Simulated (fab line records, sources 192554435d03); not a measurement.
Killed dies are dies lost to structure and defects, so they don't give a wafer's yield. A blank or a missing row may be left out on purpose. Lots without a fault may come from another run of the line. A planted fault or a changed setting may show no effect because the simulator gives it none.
fab line records | flow n5_finfet
record lots=7 wafers=21
route steps=1938 shown ZERO_LAYER@9 WELL_APT@40 DUMMY_GATE@215 SPACER0@259 HKMG_FIN@428 GATE_CUT@469
start_h: hours from the record's first day to the start of the lot's first wafer shown | wait_h: hours since the lot's step before | " the same as in the row above | L1.1+2: a row that stands for several wafers | - no value, or no start given | * or withheld: withheld | < > ~ a bound
route shown NAME@n: a module of which the file shows steps, and the number in the route of the first | usual: mean/standard deviation of fault-free wafers | same: alike in all rows | chamber/n: place in a boat | sites: the reading at each site | _std_site: their standard deviation | _edge_site: outer sites' mean less inner sites' | radius_mm: how far each site lies from the wafer's centre | mask NAME#n: copy n | behind: the tool/chamber that last shaped the wafer | hold: why the lot was held/for how many hours/how that ended | device: the transistor (n, p or np) that didn't switch | end of line: the same wafers' tests at the end of the route | a step without rows: its recipe alone | killed: dies lost to structure and defects at the first sort, not the wafer's yield | map: a wafer's dies, x killed, . not, _ none there
set.NAME: the setting as run; set.NAME@STEP: as run at that earlier step | model.NAME: the simulator's own value behind a step, which no gauge read
lots whose settings were changed on purpose; a table a step, a row a wafer
## steps
# step N5_ZERO_LAYER_EXPOSE_08
# recipe mask_id=ZERO na=0.55 source_shape=conventional sigma_outer=0.8 polarization=unpolarized defocus_nm=0 target_cd_nm=2000 dose_mj=16.2
# columns lot.wafer tool chamber start_h wait_h mask set.dose_mj
L080.2+3+5 krf_scanner-01 0 48.49 - ZERO#0 16.2
L082.1+4+6 krf_scanner-01 0 60.59 - ZERO#0 16.2
L083.1+3 krf_scanner-01 0 66.46 - ZERO#0 16.2
L083.5 " 0 " " ZERO#0 17.02
L090.4+5+6 krf_scanner-01 0 108.61 - ZERO#0 16.2
L091.2 krf_scanner-01 0 114.47 - ZERO#0 15.02
L091.3+6 " 0 " " ZERO#0 16.2
L092.1+3+6 krf_scanner-02 0 120.61 - ZERO#0 16.2
L096.1+5+6 krf_scanner-02 0 144.47 - ZERO#0 16.2
# step N5_ZERO_LAYER_DEVELOP_10
# recipe develop_time_s=60 rinse_liquid=diw dry=air_spin dev_temp_c=21
# columns lot.wafer tool chamber start_h wait_h set.develop_time_s
L080.2+3+5 litho_track-04 0 - - 53.48
L082.1+6 litho_track-05 0 - - 53.55
L082.4 " 0 " " 60
L083.1+3+5 litho_track-03 0 - - 69.82
L090.4+5+6 litho_track-05 0 - - 60
L091.2+6 litho_track-04 0 - - 48.67
L091.3 " 0 " " 60
L092.1+3 litho_track-04 0 - - 60
L092.6 " 0 " " 68.61
L096.1+5+6 litho_track-04 0 - - 60
# step N5_ZERO_LAYER_HARDBAKE_23
# recipe temp_c=130 time_s=120
# step N5_ZERO_LAYER_CD_MEAS_11
# recipe target_cd_nm=2000 landing_energy_ev=500 detector=se_inlens
# usual cd_nm=2000.1/2.8
# columns lot.wafer tool chamber start_h wait_h set.dose_mj@ZERO_LAYER_EXPOSE_08 cd_nm
L080.2 cd_sem-03 0 48.66 - 16.2 1995.3
L080.3 " 0 " " 16.2 1998.7
L080.5 " 0 " " 16.2 1995.6
L082.1 cd_sem-01 0 60.77 - 16.2 1992.6
L082.4 " 0 " " 16.2 1999.3
L082.6 " 0 " " 16.2 1996.1
L083.1 cd_sem-02 0 66.64 - 16.2 2003.8
L083.3 " 0 " " 16.2 2002.4
L083.5 " 0 " " 17.02 2016.4
L090.4 cd_sem-01 0 108.77 - 16.2 1993.9
L090.5 " 0 " " 16.2 1995.8
L090.6 " 0 " " 16.2 1997.5
L091.2 cd_sem-01 0 114.64 - 15.02 1980.2
L091.3 " 0 " " 16.2 2001.2
L091.6 " 0 " " 16.2 1997.8
L092.1 cd_sem-01 0 120.78 - 16.2 1995.6
L092.3 " 0 " " 16.2 1997.4
L092.6 " 0 " " 16.2 2002.7
L096.1 cd_sem-03 0 144.64 - 16.2 2002.5
L096.5 " 0 " " 16.2 2002.0
L096.6 " 0 " " 16.2 1999.9
# step N5_ZERO_LAYER_DESCUM_16
# recipe chemistry=O2 time_s=7.9 source_power_w=50 bias_power_w=20 pressure_mtorr=20 rf_frequency_hz=2.712e+07 temp_c=40 o2_flow_sccm=225
# step N5_ZERO_LAYER_ETCH_17
# recipe chemistry=CF4 target=SiO2 target_depth_a=120 time_s=13.3 ion_energy_ev=350 pressure_mtorr=40 source_w=450 bias_w=215 Ar_flow_sccm=100 cf4_flow_sccm=100
# columns lot.wafer tool chamber start_h wait_h set.dose_mj@ZERO_LAYER_EXPOSE_08 model.ZERO_LAYER.cd_nm
L080.2 rie_diel-03 0 48.91 0.0 16.2 1995
L080.3 " 2 " " 16.2 1999
L080.5 " 0 " " 16.2 1996
L082.1 rie_diel-01 0 60.84 0.0 16.2 1993
L082.4 " 3 " " 16.2 1999
L082.6 " 2 " " 16.2 1996
L083.1 rie_diel-02 3 66.72 0.0 16.2 2004
L083.3 " 0 " " 16.2 2002
L083.5 " 2 " " 17.02 2016
L090.4 rie_diel-01 0 108.84 0.0 16.2 1994
L090.5 " 3 " " 16.2 1996
L090.6 " 0 " " 16.2 1997
L091.2 rie_diel-03 1 114.71 0.0 15.02 1980
L091.3 " 3 " " 16.2 2001
L091.6 " 3 " " 16.2 1997
L092.1 rie_diel-01 0 120.86 0.0 16.2 1996
L092.3 " 2 " " 16.2 1997
L092.6 " 0 " " 16.2 2003
L096.1+5 rie_diel-03 3,0 144.72 0.0 16.2 2002
L096.6 " 3 " " 16.2 2000
# step N5_WELL_APT_PEB_23
# recipe peb_temp_c=130 peb_time_s=90
# columns lot.wafer tool chamber start_h wait_h set.peb_temp_c
L080.2+3+5 litho_track-04 0 50.76 0.0 130
L082.1 litho_track-01 0 63.01 0.1 130
L082.4+6 " 0 " " 128.6
L083.1+3+5 litho_track-01 0 69.71 0.1 130
L090.4+5 litho_track-01 0 110.96 0.0 131.1
L090.6 " 0 " " 130
L091.2+3 litho_track-01 0 116.95 0.0 130
L091.6 " 0 " " 132.9
L092.1 litho_track-02 0 122.96 0.1 130
L092.3+6 " 0 " " 128.6
L096.1+5+6 litho_track-01 0 147.49 0.1 130
# step N5_WELL_APT_DEVELOP_24
# recipe develop_time_s=45 rinse_liquid=surfactant_rinse dry=air_spin dev_temp_c=21
# step N5_WELL_APT_HARDBAKE_29
# recipe temp_c=130 time_s=120
# step N5_WELL_APT_CD_MEAS_25
# recipe target_cd_nm=200 landing_energy_ev=500 detector=se_inlens
# usual cd_nm=198.9/2.7
# columns lot.wafer tool chamber start_h wait_h set.peb_temp_c@WELL_APT_PEB_23 cd_nm
L080.2 cd_sem-01 0 50.87 - 130 198.0
L080.3 " 0 " " 130 202.7
L080.5 " 0 " " 130 201.2
L082.1 cd_sem-03 0 63.13 - 130 199.8
L082.4 " 0 " " 128.6 189.1
L082.6 " 0 " " 128.6 186.1
L083.1 cd_sem-03 0 69.82 - 130 199.3
L083.3 " 0 " " 130 199.7
L083.5 " 0 " " 130 196.9
L090.4 cd_sem-02 0 111.08 - 131.1 204.0
L090.5 " 0 " " 131.1 201.6
L090.6 " 0 " " 130 196.3
L091.2 cd_sem-01 0 117.07 - 130 195.7
L091.3 " 0 " " 130 196.2
L091.6 " 0 " " 132.9 214.3
L092.1 cd_sem-01 0 123.08 - 130 197.8
L092.3 " 0 " " 128.6 186.4
L092.6 " 0 " " 128.6 189.4
L096.1 cd_sem-02 0 147.60 - 130 199.5
L096.5 " 0 " " 130 199.2
L096.6 " 0 " " 130 194.9
# step N5_WELL_APT_DESCUM_30
# recipe chemistry=O2 time_s=7.9 source_power_w=50 bias_power_w=20 pressure_mtorr=20 rf_frequency_hz=2.712e+07 temp_c=40 o2_flow_sccm=225
# columns lot.wafer tool chamber start_h wait_h set.time_s set.peb_temp_c@WELL_APT_PEB_23 model.WELL_APT.cd_nm
L080.2 rie_diel-04 3 51.10 0.2 8.423 130 198.4
L080.3 " 2 " " 7.9 130 202.8
L080.5 " 0 " " 8.423 130 201.3
L082.1 rie_diel-06 1 63.22 0.0 7.9 130 199.8
L082.4 " 3 " " 7.9 128.6 188.7
L082.6 " 3 " " 7.9 128.6 186.1
L083.1 rie_diel-06 3 69.91 0.0 6.23 130 199.3
L083.3 " 2 " " 7.9 130 199.6
L083.5 " 3 " " 7.9 130 196.9
L090.4 rie_diel-04 0 111.17 0.0 9.247 131.1 204.5
L090.5 " 3 " " 7.9 131.1 201.8
L090.6 " 0 " " 7.9 130 196.7
L091.2 rie_diel-05 3 117.16 0.0 7.9 130 195.2
L091.3 " 1 " " 7.9 130 195.9
L091.6 " 0 " " 7.9 132.9 213.4
L092.1 rie_diel-06 0 123.17 0.0 7.9 130 197.8
L092.3 " 1 " " 9.201 128.6 186.7
L092.6 " 0 " " 7.9 128.6 189.4
L096.1 rie_diel-04 3 147.69 0.0 7.9 130 199.3
L096.5 " 1 " " 7.9 130 199.4
L096.6 " 0 " " 7.9 130 194.8
# step N5_DUMMY_GATE_CVD_03
# recipe material=a-Si target_thk_a=1500 temp_c=530 precursor=SiH4 time_s=8042
# columns lot.wafer tool chamber start_h wait_h set.temp_c model.a-Si_of_DUMMY_GATE_CVD_03.thk_nm
L080.2+3 - - - 0.1 522 120.4
L080.5 " - " " 522 119
L082.1 - - - 0.1 530 150.6
L082.4 " - " " 530 149.6
L082.6 " - " " 530 150.2
L083.1+5 - - - 0.1 530 148.2
L083.3 " - " " 530 148.6
L090.4 - - - 0.0 530 147.6
L090.5 " - " " 530 147.2
L090.6 " - " " 530 148.2
L091.2 - - - 0.1 512 87.4
L091.3 " - " " 512 88.6
L091.6 " - " " 512 87
L092.1 - - - 0.1 530 151.8
L092.3 " - " " 530 151.2
L092.6 " - " " 530 151.6
L096.1 lpcvd-01 1/40 172.36 0.1 530 151.8
L096.5 " 1/59 " " 530 151
L096.6 " 1/64 " " 530 150.4
# step N5_DUMMY_GATE_COAT_28
# recipe resist=underlayer temp_c=205 time_s=60 spin_rpm=1500 resist_thk_nm=10
# columns lot.wafer tool chamber start_h wait_h set.spin_rpm model.underlayer_of_DUMMY_GATE_COAT_28.thk_nm
L080.2+3+5 litho_track-04 0 - - 1500 10
L082.1+6 litho_track-05 0 - - 1391 10.4
L082.4 " 0 " " 1500 10
L083.1 litho_track-04 0 - - 1446 10.2
L083.3+5 " 0 " " 1500 10
L090.4+5 litho_track-05 0 - - 1358 10.6
L090.6 " 0 " " 1500 10
L091.2+6 litho_track-04 0 - - 1500 10
L091.3 " 0 " " 1438 10.2
L092.1+6 litho_track-04 0 - - 1500 10
L092.3 " 0 " " 1574 9.8
L096.1+5+6 litho_track-04 0 - - 1500 10
# step N5_SPACER0_ALD_00
# recipe material=SiOCN target_thk_a=35 temp_c=400 ald_precursor_family=alkyl-aminosilane ald_co_reactant=O2/N2-plasma pulse_time_s=3 purge_time_s=2 co_reactant_purge_time_s=2 ald_cycles=58 pressure_torr=2
# columns lot.wafer tool chamber start_h wait_h set.ald_cycles model.SiOCN_of_SPACER0_ALD_00.thk_nm
L080.2+3 ald_sin-03 2,3 88.39 0.1 58 3.6
L080.5 " 0 " " 51 3
L082.1+4+6 ald_sin-03 0,3,1 99.31 0.1 58 3.6
L083.1+5 ald_sin-03 3,0 103.97 0.1 53 3.2
L083.3 " 1 " " 58 3.6
L090.4+6 ald_sin-04 3,2 143.33 0.1 52 3.2
L090.5 " 1 " " 58 3.6
L091.2+6 ald_sin-04 3 151.75 0.1 66 4
L091.3 " 1 " " 58 3.4
L092.1 ald_sin-03 1 157.26 0.1 58 3.4
L092.3 " 3 " " 52 3.2
L092.6 " 2 " " 58 3.6
L096.1 ald_sin-04 0 187.11 0.1 58 3.4
L096.5+6 " 3,2 " " 58 3.6
# step N5_HKMG_FIN_PEB_10
# recipe peb_temp_c=withheld peb_time_s=60 resist=CAR-ArF
# columns lot.wafer tool chamber start_h wait_h set.peb_time_s
L080.2 litho_track-03 0 114.72 0.0 55.2
L080.3+5 " 0 " " 60
L082.1 litho_track-03 0 127.15 0.1 56.53
L082.4+6 " 0 " " 60
L083.1 litho_track-03 0 131.72 0.1 60
L083.3+5 " 0 " " 50.35
L090.4 litho_track-01 0 169.67 0.0 60
L090.5+6 " 0 " " 55.21
L091.2+3 litho_track-02 0 177.57 0.0 49.85
L091.6 " 0 " " 60
L092.1+3+6 litho_track-02 0 183.16 0.1 60
L096.1+5+6 litho_track-02 0 213.28 0.1 60
# step N5_HKMG_FIN_DEVELOP_11
# recipe develop_time_s=30 developer=TMAH resist=CAR-ArF dev_temp_c=23 rinse_liquid=diw dry=air_spin
# step N5_HKMG_FIN_CD_MEAS_12
# recipe target_cd_nm=92.8 landing_energy_ev=500 detector=se_inlens
# usual cd_nm=92.3/0.73
# columns lot.wafer tool chamber start_h wait_h set.peb_time_s@HKMG_FIN_PEB_10 cd_nm
L080.2 cd_sem-03 0 114.78 - 55.2 89.9
L080.3 " 0 " " 60 92.9
L080.5 " 0 " " 60 91.2
L082.1 cd_sem-03 0 127.22 - 56.53 90.2
L082.4 " 0 " " 60 91.0
L082.6 " 0 " " 60 94.2
L083.1 cd_sem-02 0 131.78 - 60 93.3
L083.3 " 0 " " 50.35 86.7
L083.5 " 0 " " 50.35 85.2
L090.4 cd_sem-01 0 169.73 - 60 92.0
L090.5 " 0 " " 55.21 89.3
L090.6 " 0 " " 55.21 88.8
L091.2 cd_sem-02 0 177.64 - 49.85 86.0
L091.3 " 0 " " 49.85 85.8
L091.6 " 0 " " 60 92.7
L092.1 cd_sem-02 0 183.23 - 60 91.5
L092.3 " 0 " " 60 93.5
L092.6 " 0 " " 60 91.5
L096.1 cd_sem-01 0 213.34 - 60 92.0
L096.5 " 0 " " 60 91.0
L096.6 " 0 " " 60 91.4
# step N5_HKMG_FIN_ETCH_32
# recipe chemistry=N2/H2 target=SOC target_depth_a=2400 temp_c=40 time_s=300 ion_energy_ev=200 mask_material=SiARC pressure_mtorr=30 source_w=840 bias_w=150 n2_flow_sccm=200 h2_flow_sccm=200
# usual rf_vpp_V=523.9/2.8
# columns lot.wafer tool chamber start_h wait_h set.source_w rf_vpp_V model.etch.depth_nm model.HKMG_FIN.feature_depth_nm
L080.2 rie_diel-05 2 115.22 0.0 962.5 501.2 267.3 267.2
L080.3 " 0 " " 840 518.9 252.4 252.4
L080.5 " 0 " " 962.5 496.6 281.6 281.6
L082.1 rie_diel-04 3 127.43 0.0 840 522.3 241.2 241.2
L082.4 " 2 " " 840 522.7 232.8 232.8
L082.6 " 3 " " 705.6 552.5 207.7 207.6
L083.1 rie_diel-04 1 131.96 0.0 840 525.8 250 250
L083.3 " 3 " " 757.5 538.7 220.7 220.6
L083.5 " 3 " " 757.5 540.2 222 222
L090.4 rie_diel-04 0 170.19 0.1 840 525.4 243.8 243.8
L090.5 " 1 " " 906.4 514.0 264.3 264.2
L090.6 " 3 " " 840 522.4 235.5 235.4
L091.2 rie_diel-05 0 177.83 0.0 840 520.4 248.6 248.6
L091.3 " 2 " " 840 525.5 236.4 236.4
L091.6 " 3 " " 840 525.6 248.5 248.4
L092.1 rie_diel-06 3 183.41 0.0 840 523.9 238.3 238.4
L092.3 " 0 " " 840 523.4 237.8 237.8
L092.6 " 3 " " 840 525.6 235 235
L096.1 rie_diel-04 0 213.58 0.0 840 526.8 245.4 245.4
L096.5 " 0 " " 840 526.6 247.8 247.8
L096.6 " 1 " " 840 525.0 250.9 251
# step N5_HKMG_FIN_STRIP_33
# recipe chemistry=N2/H2 temp_c=40 n2_flow_sccm=200 h2_flow_sccm=200 rf_frequency_hz=6e+07
# step N5_HKMG_FIN_STRIP_34
# recipe chemistry=CF4 resist=SiARC power_w=300 bias_power_w=75 pressure_mtorr=50 cf4_flow_sccm=150 rf_frequency_hz=6e+07
# step N5_HKMG_FIN_ALD_71
# recipe material=TiN target_thk_a=10 temp_c=400 ald_precursor_family=TiCl4 ald_co_reactant=NH3 pulse_time_s=1 purge_time_s=3 co_reactant_purge_time_s=2 co_reactant_pulse_time_s=2 ald_cycles=47 pressure_torr=3
# step N5_HKMG_FIN_COAT_66
# recipe resist=SOC temp_c=250 time_s=60 spin_rpm=1500 resist_thk_nm=300
# step N5_HKMG_FIN_ETCH_67
# recipe chemistry=N2/H2 target=SOC target_depth_a=3889 stop_on=TiN ion_energy_ev=100 bias_w=61 pressure_mtorr=30 source_w=850 n2_flow_sccm=200 h2_flow_sccm=200
# columns lot.wafer tool chamber start_h wait_h set.peb_time_s@HKMG_FIN_PEB_10 model.HKMG_FIN.cd_nm
L080.2 rie_diel-05 0 117.54 - 55.2 96.6
L080.3 " 2 " " 60 97.6
L080.5 " 3 " " 60 95.6
L082.1 rie_diel-04 0 129.87 - 56.53 93.4
L082.4 " 3 " " 60 95.6
L082.6 " 2 " " 60 97.4
L083.1 rie_diel-05 0 134.57 - 60 99
L083.3 " 1 " " 50.35 88.8
L083.5 " 1 " " 50.35 87.6
L090.4 rie_diel-04 1 172.62 - 60 97.6
L090.5 " 0 " " 55.21 95.4
L090.6 " 3 " " 55.21 93.2
L091.2 rie_diel-06 3 180.14 - 49.85 90.4
L091.3 " 0 " " 49.85 89.8
L091.6 " 2 " " 60 100.8
L092.1 rie_diel-06 1 185.72 - 60 97.2
L092.3 " 2 " " 60 97.6
L092.6 " 0 " " 60 95.4
L096.1 rie_diel-05 0 215.97 - 60 97.8
L096.5 " 1 " " 60 95.8
L096.6 " 2 " " 60 96.4
# step N5_GATE_CUT_ETCH_58
# recipe chemistry=CH3F/O2 target=SiNx target_depth_a=170 time_s=128.6 ion_energy_ev=50 pressure_mtorr=30 source_w=415 bias_w=21 Ar_flow_sccm=150 CH3F_flow_sccm=30 O2_flow_sccm=20
# columns lot.wafer tool chamber start_h wait_h set.time_s model.etch.depth_nm
L080.2 rie_diel-01 1 119.94 0.0 128.6 15.96
L080.3+5 " 0 " " 128.6 17.18
L082.1 rie_diel-02 3 132.27 0.0 128.6 17.18
L082.4 " 1 " " 128.6 16.16
L082.6 " 2 " " 128.6 17.08
L083.1 rie_diel-02 0 137.25 0.2 154.5 21.14
L083.3 " 2 " " 128.6 17.2
L083.5 " 0 " " 154.5 21.07
L090.4 rie_diel-01 3 174.91 0.0 102.2 12.9
L090.5 " 2 " " 128.6 17.38
L090.6 " 1 " " 102.2 12.74
L091.2 rie_diel-02 3 182.67 0.0 128.6 17.2
L091.3 " 2 " " 128.6 17.18
L091.6 " 2 " " 128.6 17.14
L092.1 rie_diel-02 2 188.03 0.0 139.6 18.77
L092.3 " 0 " " 128.6 17.55
L092.6 " 3 " " 139.6 18.9
L096.1 rie_diel-02 2 218.31 0.0 128.6 17.09
L096.5 " 2 " " 128.6 17.24
L096.6 " 1 " " 128.6 16.38
# step N5_GATE_CUT_COAT_27
# recipe resist=underlayer temp_c=205 time_s=60 spin_rpm=1500 resist_thk_nm=10
# columns lot.wafer tool chamber start_h wait_h set.spin_rpm model.underlayer_of_GATE_CUT_COAT_27.thk_nm
L080.2+3+5 litho_track-03 0 - - 1384 10.4
L082.1+6 litho_track-05 0 - - 1414 10.2
L082.4 " 0 " " 1500 10
L083.1+3 litho_track-03 0 - - 1576 9.8
L083.5 " 0 " " 1500 10
L090.4+5+6 litho_track-04 0 - - 1500 10
L091.2 litho_track-03 0 - - 1454 10.2
L091.3+6 " 0 " " 1500 10
L092.1+3 litho_track-03 0 - - 1500 10
L092.6 " 0 " " 1431 10.2
L096.1+5+6 litho_track-04 0 - - 1500 10
# step N5_GATE_CUT_COAT_07
# recipe resist=CAR-EUV spin_rpm=1500 resist_thk_nm=30
# step N5_GATE_CUT_EBR_09
# recipe solvent=PGMEA ebr_width_mm=1.5
# step N5_GATE_CUT_DESCUM_18
# recipe chemistry=O2 time_s=7 source_power_w=50 bias_power_w=20 pressure_mtorr=20 rf_frequency_hz=2.712e+07 temp_c=40 resist=CAR-EUV o2_flow_sccm=225
# step N5_GATE_CUT_ETCH_28
# recipe chemistry=N2/H2 target=underlayer target_depth_a=130 mask_material=CAR-EUV time_s=10.4 ion_energy_ev=200 pressure_mtorr=30 source_w=840 bias_w=150 n2_flow_sccm=200 h2_flow_sccm=200 ends=cleared
# columns lot.wafer tool chamber start_h wait_h set.spin_rpm@GATE_CUT_COAT_27 model.etch.depth_nm
L080.2 rie_diel-03 0 123.63 0.0 1384 10.42
L080.3 " 2 " " 1384 10.41
L080.5 " 1 " " 1384 10.44
L082.1 rie_diel-02 2 135.96 0.0 1414 10.28
L082.4 " 0 " " 1500 10
L082.6 " 1 " " 1414 10.26
L083.1 rie_diel-01 2 140.66 0.0 1576 9.771
L083.3 " 3 " " 1576 9.749
L083.5 " 3 " " 1500 9.991
L090.4 rie_diel-03 2 178.65 0.0 1500 9.973
L090.5 " 2 " " 1500 9.987
L090.6 " 1 " " 1500 9.956
L091.2 rie_diel-02 0 186.12 0.0 1454 10.19
L091.3 " 2 " " 1500 9.996
L091.6 " 3 " " 1500 10.01
L092.1 rie_diel-01 2 191.57 0.0 1500 9.988
L092.3 " 0 " " 1500 9.975
L092.6 " 2 " " 1431 10.23
L096.1 rie_diel-01 0 221.99 0.0 1500 10.05
L096.5 " 0 " " 1500 10.01
L096.6 " 2 " " 1500 10.03
## key
split step=N5_ZERO_LAYER_EXPOSE_08 setting=dose_mj stated=16.2 by=wafer
response step=N5_ZERO_LAYER_CD_MEAS_11 reading=cd_nm change=+2.64 per=1% r=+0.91
response step=N5_ZERO_LAYER_ETCH_17 reading=model.ZERO_LAYER.cd_nm change=+2.59 per=1% r=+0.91
split step=N5_ZERO_LAYER_DEVELOP_10 setting=develop_time_s stated=60 by=wafer
response none clear
split step=N5_WELL_APT_PEB_23 setting=peb_temp_c stated=130 by=wafer
response step=N5_WELL_APT_CD_MEAS_25 reading=cd_nm change=+8.77 per=1% r=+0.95
response step=N5_WELL_APT_DESCUM_30 reading=model.WELL_APT.cd_nm change=+8.62 per=1% r=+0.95
split step=N5_WELL_APT_DESCUM_30 setting=time_s stated=7.9 by=wafer
response none clear
split step=N5_DUMMY_GATE_CVD_03 setting=temp_c stated=530 by=lot
response step=N5_DUMMY_GATE_CVD_03 reading=model.a-Si_of_DUMMY_GATE_CVD_03.thk_nm change=+18.5 per=1% r=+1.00
split step=N5_DUMMY_GATE_COAT_28 setting=spin_rpm stated=1500 by=wafer
response step=N5_DUMMY_GATE_COAT_28 reading=model.underlayer_of_DUMMY_GATE_COAT_28.thk_nm change=-0.0565 per=1% r=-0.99
split step=N5_SPACER0_ALD_00 setting=ald_cycles stated=58 by=wafer
response step=N5_SPACER0_ALD_00 reading=model.SiOCN_of_SPACER0_ALD_00.thk_nm change=+0.042 per=1% r=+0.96
split step=N5_HKMG_FIN_PEB_10 setting=peb_time_s stated=60 by=wafer
response step=N5_HKMG_FIN_CD_MEAS_12 reading=cd_nm change=+0.407 per=1% r=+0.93
response step=N5_HKMG_FIN_ETCH_67 reading=model.HKMG_FIN.cd_nm change=+0.565 per=1% r=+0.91
split step=N5_HKMG_FIN_ETCH_32 setting=source_w stated=840 by=wafer
response step=N5_HKMG_FIN_ETCH_32 reading=rf_vpp_V change=-1.57 per=1% r=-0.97
response step=N5_HKMG_FIN_ETCH_32 reading=model.etch.depth_nm change=+2.02 per=1% r=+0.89
response step=N5_HKMG_FIN_ETCH_32 reading=model.HKMG_FIN.feature_depth_nm change=+2.02 per=1% r=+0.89
split step=N5_GATE_CUT_ETCH_58 setting=time_s stated=128.6 by=wafer
response step=N5_GATE_CUT_ETCH_58 reading=model.etch.depth_nm change=+0.203 per=1% r=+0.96
split step=N5_GATE_CUT_COAT_27 setting=spin_rpm stated=1500 by=wafer
response step=N5_GATE_CUT_COAT_27 reading=model.underlayer_of_GATE_CUT_COAT_27.thk_nm change=-0.0414 per=1% r=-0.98
response step=N5_GATE_CUT_ETCH_28 reading=model.etch.depth_nm change=-0.0493 per=1% r=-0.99
